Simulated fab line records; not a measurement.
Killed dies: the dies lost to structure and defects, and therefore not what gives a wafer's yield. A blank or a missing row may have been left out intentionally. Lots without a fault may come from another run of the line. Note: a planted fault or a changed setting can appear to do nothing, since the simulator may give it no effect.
Shared-tool check :: flow nand-harc :: 13 lots, 39 wafers sampled

## WHY IT WAS OPENED
Flagged at NHARC_P_GATE_CD_MEAS_26: reading cd-nm, on 1 of 13 lots. Wafers without a fault read 120.1 nm, standard deviation 0.63.
Rule: a lot is flagged in two cases, either no wafer of it has a number, or all its wafers with numbers fall more than 4 standard deviations from that mean. The other lots count as sound.

lot: L489
measured: day 5 00:32
on: cd-sem-01
cd-nm (nm), wafer by wafer: 119.6 119.8 119.2
flag: 

lot: L488
measured: day 5 01:00
on: cd-sem-03
cd-nm (nm), wafer by wafer: 121.2 120.4 120.7
flag: 

lot: L490
measured: day 5 10:25
on: cd-sem-01
cd-nm (nm), wafer by wafer: 118.8 119.0 119.1
flag: 

lot: L492
measured: day 5 16:38
on: cd-sem-02
cd-nm (nm), wafer by wafer: 119.7 120.6 119.9
flag: 

lot: L491
measured: day 5 17:24
on: cd-sem-03
cd-nm (nm), wafer by wafer: 120.3 120.3 119.2
flag: 

lot: L493
measured: day 6 04:41
on: cd-sem-02
cd-nm (nm), wafer by wafer: 120.7 121.0 120.2
flag: 

lot: L495
measured: day 6 15:00
on: cd-sem-03
cd-nm (nm), wafer by wafer: 120.4 119.8 120.1
flag: 

lot: L496
measured: day 7 02:19
on: cd-sem-01
cd-nm (nm), wafer by wafer: 119.3 119.3 119.2
flag: 

lot: L501
measured: day 7 21:54
on: cd-sem-03
cd-nm (nm), wafer by wafer: 119.4 119.9 120.1
flag: 

lot: L499
measured: day 7 22:09
on: cd-sem-02
cd-nm (nm), wafer by wafer: 110.3 111.1 111.5
flag: FLAGGED

lot: L502
measured: day 8 14:35
on: cd-sem-02
cd-nm (nm), wafer by wafer: 119.7 119.0 119.8
flag: 

lot: L510
measured: day 10 06:28
on: cd-sem-03
cd-nm (nm), wafer by wafer: 120.7 120.0 120.0
flag: 

lot: L508
measured: day 10 06:46
on: cd-sem-01
cd-nm (nm), wafer by wafer: 120.2 119.4 119.7
flag: 
Average over the flagged lots: 111.0 nm; offset from the usual -9.1 nm, equal to -14 standard deviations.

## EACH LOT AND THE TOOL IT RAN ON
2 process steps preceding the reading are held in the record, out of 1159 steps in the route. Each cell gives the tool, then ch followed by the chambers the sampled wafers passed through, then the start.
lot: L489
flag: 
NHARC_P_STI_ETCH_15: rie-si-01 ch 0,3, day 2 20:33
NHARC_P_GATE_EXPOSE_23: arfi-scanner-03 ch 0, day 5 00:23

lot: L488
flag: 
NHARC_P_STI_ETCH_15: rie-si-04 ch 0,2,3, day 2 20:25
NHARC_P_GATE_EXPOSE_23: arfi-scanner-01 ch 0, day 5 00:52

lot: L490
flag: 
NHARC_P_STI_ETCH_15: rie-si-01 ch 0,1,3, day 3 06:31
NHARC_P_GATE_EXPOSE_23: arfi-scanner-03 ch 0, day 5 10:16

lot: L492
flag: 
NHARC_P_STI_ETCH_15: rie-si-01 ch 0,3, day 3 13:48
NHARC_P_GATE_EXPOSE_23: arfi-scanner-03 ch 0, day 5 16:30

lot: L491
flag: 
NHARC_P_STI_ETCH_15: rie-si-04 ch 0,2,3, day 3 13:56
NHARC_P_GATE_EXPOSE_23: arfi-scanner-01 ch 0, day 5 17:16

lot: L493
flag: 
NHARC_P_STI_ETCH_15: rie-si-02 ch 0,3, day 3 23:41
NHARC_P_GATE_EXPOSE_23: arfi-scanner-01 ch 0, day 6 04:33

lot: L495
flag: 
NHARC_P_STI_ETCH_15: rie-si-04 ch 1,2,3, day 4 12:34
NHARC_P_GATE_EXPOSE_23: arfi-scanner-02 ch 0, day 6 14:52

lot: L496
flag: 
NHARC_P_STI_ETCH_15: rie-si-01 ch 1,2, day 4 21:47
NHARC_P_GATE_EXPOSE_23: arfi-scanner-02 ch 0, day 7 02:11

lot: L501
flag: 
NHARC_P_STI_ETCH_15: rie-si-01 ch 0,2, day 5 23:27
NHARC_P_GATE_EXPOSE_23: arfi-scanner-01 ch 0, day 7 21:46

lot: L499
flag: FLAGGED
NHARC_P_STI_ETCH_15: rie-si-02 ch 0,1, day 5 11:19
NHARC_P_GATE_EXPOSE_23: arfi-scanner-03 ch 0, day 7 22:00

lot: L502
flag: 
NHARC_P_STI_ETCH_15: rie-si-04 ch 0,2,3, day 6 08:35
NHARC_P_GATE_EXPOSE_23: arfi-scanner-01 ch 0, day 8 14:28

lot: L510
flag: 
NHARC_P_STI_ETCH_15: rie-si-02 ch 0,1,3, day 8 07:47
NHARC_P_GATE_EXPOSE_23: arfi-scanner-03 ch 0, day 10 06:19

lot: L508
flag: 
NHARC_P_STI_ETCH_15: rie-si-02 ch 1,2, day 7 23:34
NHARC_P_GATE_EXPOSE_23: arfi-scanner-03 ch 0, day 10 06:38
What is done by these steps:
- NHARC_P_STI_ETCH_15: etches the open film in HBr/Cl2, target depth 300 nm, time 100.1 s.
- NHARC_P_GATE_EXPOSE_23: exposes mask P GATE, target cd 120 nm.
- NHARC_P_GATE_CD_MEAS_26: target cd 120 nm.

## FLAGGED AGAINST TOTAL, ONE TOOL AT A TIME (gauges that did the reading follow at the end)
step: NHARC_P_STI_ETCH_15
tool: rie-si-01
lots run: 5
flagged: 0
share of the flagged lots: none
sound lots run after its first flagged lot: -

step: NHARC_P_STI_ETCH_15
tool: rie-si-02
lots run: 4
flagged: 1
share of the flagged lots: all
sound lots run after its first flagged lot: 2 (L508,L510)

step: NHARC_P_STI_ETCH_15
tool: rie-si-04
lots run: 4
flagged: 0
share of the flagged lots: none
sound lots run after its first flagged lot: -

step: NHARC_P_GATE_EXPOSE_23
tool: arfi-scanner-01
lots run: 5
flagged: 0
share of the flagged lots: none
sound lots run after its first flagged lot: -

step: NHARC_P_GATE_EXPOSE_23
tool: arfi-scanner-02
lots run: 2
flagged: 0
share of the flagged lots: none
sound lots run after its first flagged lot: -

step: NHARC_P_GATE_EXPOSE_23
tool: arfi-scanner-03
lots run: 6
flagged: 1
share of the flagged lots: all
sound lots run after its first flagged lot: 2 (L510,L508)

step: NHARC_P_GATE_CD_MEAS_26
tool: cd-sem-01
lots run: 4
flagged: 0
share of the flagged lots: none
sound lots run after its first flagged lot: -

step: NHARC_P_GATE_CD_MEAS_26
tool: cd-sem-02
lots run: 4
flagged: 1
share of the flagged lots: all
sound lots run after its first flagged lot: 1 (L502)

step: NHARC_P_GATE_CD_MEAS_26
tool: cd-sem-03
lots run: 5
flagged: 0
share of the flagged lots: none
sound lots run after its first flagged lot: -

## WHAT IS ALLOWED BY THE TABLE
3 rows of the table ran every flagged lot: rie-si-02 at NHARC_P_STI_ETCH_15, arfi-scanner-03 at NHARC_P_GATE_EXPOSE_23, cd-sem-02 at NHARC_P_GATE_CD_MEAS_26.
- rie-si-02 at NHARC_P_STI_ETCH_15 ran 4 lots, 1 of them flagged. Sound lots ran on it after the first flagged one (L508, L510), which a lasting fault on the whole tool wouldn't allow.
- arfi-scanner-03 at NHARC_P_GATE_EXPOSE_23 ran 6 lots, 1 of them flagged. Sound lots ran on it after the first flagged one (L510, L508), which a lasting fault on the whole tool wouldn't allow.
- cd-sem-02 at NHARC_P_GATE_CD_MEAS_26 ran 4 lots, 1 of them flagged. Sound lots ran on it after the first flagged one (L502), which a lasting fault on the whole tool wouldn't allow.
Every row of the table either missed a flagged lot or ran a sound lot after the first.

## WHAT THE SIMULATOR HAD PUT IN
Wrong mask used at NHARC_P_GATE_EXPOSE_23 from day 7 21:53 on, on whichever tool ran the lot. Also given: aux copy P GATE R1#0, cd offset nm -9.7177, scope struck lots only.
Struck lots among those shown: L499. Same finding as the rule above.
